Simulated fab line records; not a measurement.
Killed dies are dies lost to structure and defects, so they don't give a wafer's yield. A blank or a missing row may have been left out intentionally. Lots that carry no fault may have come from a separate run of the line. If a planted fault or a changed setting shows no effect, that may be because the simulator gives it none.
Matching of chambers + flow n5 finfet + 4 sister chambers for N5_BEOL_M0_ALD_136 on ald metal-02
The step deposits TaN, pulse time 2 s, purge time 3 s, co reactant purge time 2 s. 8 wafers are shown with their chamber, then 12 later ones without.

## WAFERS WITH THEIR CHAMBER
| wafer  | chamber | heater power w (W) |
|--------|---------|--------------------|
| L087.2 | 1       | 392                |
| L086.6 | 2       | 368                |
| L089.1 | 1       | 418                |
| L089.2 | 0       | 516                |
| L089.3 | 3       | 387                |
| L090.3 | 0       | 528                |
| L090.4 | 3       | 407                |
| L090.6 | 2       | 382                |

## WAFERS MISSING THEIR CHAMBER
| wafer  | heater power w (W) |
|--------|--------------------|
| L093.1 | 372                |
| L093.5 | 515                |
| L093.6 | 412                |
| L091.2 | 410                |
| L091.4 | 404                |
| L091.6 | 373                |
| L094.2 | 372                |
| L094.3 | 519                |
| L094.6 | 370                |
| L092.4 | 363                |
| L092.5 | 392                |
| L092.6 | 509                |

## EACH ONE'S CHAMBER
| wafer  | from the rows above          | in truth |
|--------|------------------------------|----------|
| L093.1 | can't be placed: 2 or 3      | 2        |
| L093.5 | 0                            | 0        |
| L093.6 | can't be placed: 1 or 3      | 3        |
| L091.2 | can't be placed: 1 or 3      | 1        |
| L091.4 | can't be placed: 1 or 3      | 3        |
| L091.6 | can't be placed: 2 or 3      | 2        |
| L094.2 | can't be placed: 2 or 3      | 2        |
| L094.3 | 0                            | 0        |
| L094.6 | can't be placed: 2 or 3      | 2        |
| L092.4 | can't be placed: 2 or 3      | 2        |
| L092.5 | can't be placed: 3 or 1 or 2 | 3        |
| L092.6 | 0                            | 0        |
Correct placement for 3 of the 12. Not placeable from these rows: 9 (in 9, the candidates include the true chamber). Placed wrongly: 0.
How it was worked out, from the rows above alone: a wafer's distance from a chamber is the root of the sum, over the readings, of the square of ((its reading less the chamber's mean) divided by the reading's scatter). The wafer belongs to the nearest chamber; if the next one is less than 2 further off, it can't be placed. A chamber's mean is the mean of its shown wafers. How the scatter is found: for the shown wafers, subtract from each reading the mean of its chamber, square and add these, divide the total by (wafers less chambers), then take the root.
